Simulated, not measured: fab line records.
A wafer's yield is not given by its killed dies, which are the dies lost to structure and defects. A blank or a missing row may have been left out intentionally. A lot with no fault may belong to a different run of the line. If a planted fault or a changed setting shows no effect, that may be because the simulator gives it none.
Struck lot and sound lot, side by side | flow n5Finfet | 14 steps out of a route of 1938
Sound: the wafers L554.2, L554.4, L554.5. The struck wafers were L560.1, L560.2. The cause is named last.
For every step that has rows: the tool of each side, followed by ch and its chambers, followed by its first start. Under that, the readings that differ: sound wafers | struck wafers | difference of the means | sigmas: that difference in standard deviations of wafers without a fault.
alike: readings with means less than 2 such deviations apart, plus words and numbers identical on both sides. not compared: withheld readings, readings lacking a value on some wafer, bounds such as >300 that could conceal the same value, and numbers that have no deviation in the record and whose values overlap.
The two part at a step that has a row with sigmas, a row that says differs or no value, or rows on one side only. Numbers that have no deviation but don't overlap get no sigmas and don't part them. A reading that every wafer of one side lacks parts them only if that side has two wafers or more.

first, 8 steps without rows for these wafers: N5_BEOL_M8_COAT_59 (time 60 s, resist thk 100 nm); N5_BEOL_M8_COAT_60 (time 60 s, resist thk 35 nm); N5_BEOL_M8_COAT_05 (resist thk 90 nm); N5_BEOL_M8_EBR_07; N5_BEOL_M8_SOFTBAKE_06 (time 60 s); N5_BEOL_M8_EXPOSE_08 (exposes mask M8); N5_BEOL_M8_PEB_09 (peb time 60 s); N5_BEOL_M8_DEVELOP_10 (develop time 30 s).
N5_BEOL_M8_CD_MEAS_11: target cd 38.5 nm.
  sound on cdSem-03 ch 0, day 10 17:58; struck on cdSem-02 ch 0, day 12 01:07
  alike: cdNm
N5_BEOL_M8_OVL_MEAS_12:
  sound on overlay-01 ch 0, day 10 18:00; struck on overlay-01 ch 0, day 12 01:09
  alike: M8_OVL
N5_BEOL_M8_INSPECT_13: inspects for defects (brightfield).
  struck on defectInspect-02, day 12 01:10; sound on defectInspect-02, day 10 18:01
  alike: rawDefectCount
N5_BEOL_M8_DESCUM_16: chemistry O2, time 7.9 s.
  sound on rieDiel-05 ch 0,2,3, day 10 18:23; struck on rieDiel-05 ch 0,2, day 12 01:29
  alike: drypumpMotorCurrentA, oesProductAu, rfVppV, showerheadPlenumPTorr, throttleValvePct
  not compared: rfHoursCounterH
N5_BEOL_M8_ETCH_61: etches SiARC in CF4, target depth 45.5 nm, time 75.8 s.
  sound on rieDiel-05 ch 0,2,3, day 10 18:25; struck on rieDiel-05 ch 0,2, day 12 01:31
reading             | sound          | struck    | difference | sigmas
etchRfOnTimeS (s)   | 75.3 79.0 77.0 | 47.1 46.0 | -30.5      | -25
oesProductAu (a.u.) | 0.74 0.58 0.73 | 0.97 1.00 | +0.30      | +4
  alike: drypumpMotorCurrentA, mfcArSccm, rfVppV, showerheadPlenumPTorr, throttleValvePct
  not compared: rfHoursCounterH
N5_BEOL_M8_ETCH_62: etches SOC in N2/H2, target depth 110 nm, overetch 22 nm, time 165 s.
  sound on rieDiel-05 ch 0,2,3, day 10 18:28; struck on rieDiel-05 ch 0,2, day 12 01:34
  alike: drypumpMotorCurrentA, oesProductAu, rfVppV, showerheadPlenumPTorr, throttleValvePct
  not compared: rfHoursCounterH

WHERE THEY PART
N5_BEOL_M8_ETCH_61 only, going by this record. Later steps at which nothing parts them and some readings are alike: N5_BEOL_M8_ETCH_62.

WHY: the cause the simulator had injected
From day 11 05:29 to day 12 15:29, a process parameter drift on rieDiel-05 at N5_BEOL_M8_ETCH_61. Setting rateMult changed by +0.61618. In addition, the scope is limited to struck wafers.
